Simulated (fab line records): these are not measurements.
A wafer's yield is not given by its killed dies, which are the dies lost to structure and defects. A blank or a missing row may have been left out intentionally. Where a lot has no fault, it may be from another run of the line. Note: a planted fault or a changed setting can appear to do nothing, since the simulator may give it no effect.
Chamber matching    flow nandHarc    4 sister chambers for NHARC_A_BONDPAD_ETCH_34 on rieDiel-05
The step etches the open film in N2/H2, target depth 60 nm, overetch 18 nm, time 65.91 s. 30 wafers are shown with their chamber, then 12 later ones without.

== EACH WAFER AND ITS CHAMBER ==
wafer   chamber  drypumpMotorCurrentA (A)  rfVppV (V)  oesProductAu (a.u.)
L075.1  2        5.6                       432.8       1.009
L075.2  1        6.4                       428.2       0.988
L075.4  3        4.8                       429.5       0.992
L076.2  3        4.8                       430.4       0.998
L076.4  0        6.1                       433.2       0.995
L076.5  0        6.1                       433.5       0.978
L078.1  2        5.6                       433.1       0.994
L078.4  1        6.4                       428.9       0.998
L078.6  0        6.1                       431.9       0.983
L077.1  0        6.1                       433.1       0.996
L077.5  2        5.6                       431.4       0.992
L077.6  1        6.4                       428.5       0.994
L080.3  3        4.8                       429.2       1.019
L080.5  1        6.4                       428.0       1.001
L080.6  0        6.1                       432.5       0.996
L079.2  2        5.7                       433.4       0.991
L079.4  0        6.1                       433.1       0.978
L079.6  0        6.1                       433.1       0.979
L081.4  2        5.6                       433.1       1.008
L081.5  2        5.7                       432.5       1.009
L081.6  1        6.4                       427.2       1.009
L083.2  1        6.4                       427.8       1.011
L083.4  2        5.6                       430.1       1.017
L083.6  3        4.8                       431.3       0.992
L088.2  0        6.1                       431.7       0.988
L088.4  2        5.6                       433.8       1.017
L088.5  1        6.4                       428.9       1.008
L089.3  3        4.8                       430.6       0.990
L089.4  1        6.4                       428.2       1.012
L089.5  3        4.8                       430.2       1.005

SIGNATURES (means of the wafers above)
reading               chamber 0  chamber 1  chamber 2  chamber 3  scatter within a chamber
drypumpMotorCurrentA  6.100      6.400      5.625      4.800      0.024
rfVppV                432.762    428.212    432.525    430.200    0.843
oesProductAu          0.98662    1.00262    1.00462    0.99933    0.00968
Rule: for a wafer and a chamber, the distance is found by dividing, reading by reading, the gap between the wafer's reading and the chamber's mean by the reading's scatter, squaring, summing and taking the root. The wafer belongs to the nearest chamber; if the next one is less than 2 further off, it can't be placed. The scatter: the root of (the sum of the squares of (reading less its chamber's mean) over the shown wafers, divided by (wafers less chambers)).

== WAFERS MISSING THEIR CHAMBER ==
wafer   drypumpMotorCurrentA (A)  rfVppV (V)  oesProductAu (a.u.)
L093.1  4.8                       431.0       1.004
L093.2  6.4                       429.2       1.004
L093.4  6.1                       431.8       0.992
L094.2  5.6                       432.2       1.011
L094.5  6.1                       430.9       1.005
L094.6  6.4                       428.5       0.987
L095.3  6.4                       429.1       0.986
L095.5  4.8                       431.0       0.995
L095.6  5.6                       432.6       1.001
L097.3  5.6                       430.9       1.001
L097.5  5.6                       431.5       1.014
L097.6  4.8                       431.8       1.012

== THE CHAMBER EACH PASSED THROUGH ==
wafer   from the rows above  in truth
L093.1  3                    3
L093.2  1                    1
L093.4  0                    0
L094.2  2                    2
L094.5  0                    0
L094.6  1                    1
L095.3  1                    1
L095.5  3                    3
L095.6  2                    2
L097.3  2                    2
L097.5  2                    2
L097.6  3                    3
Correct placement for 12 of the 12. Left unplaced by these rows: 0. 0 placed wrongly.
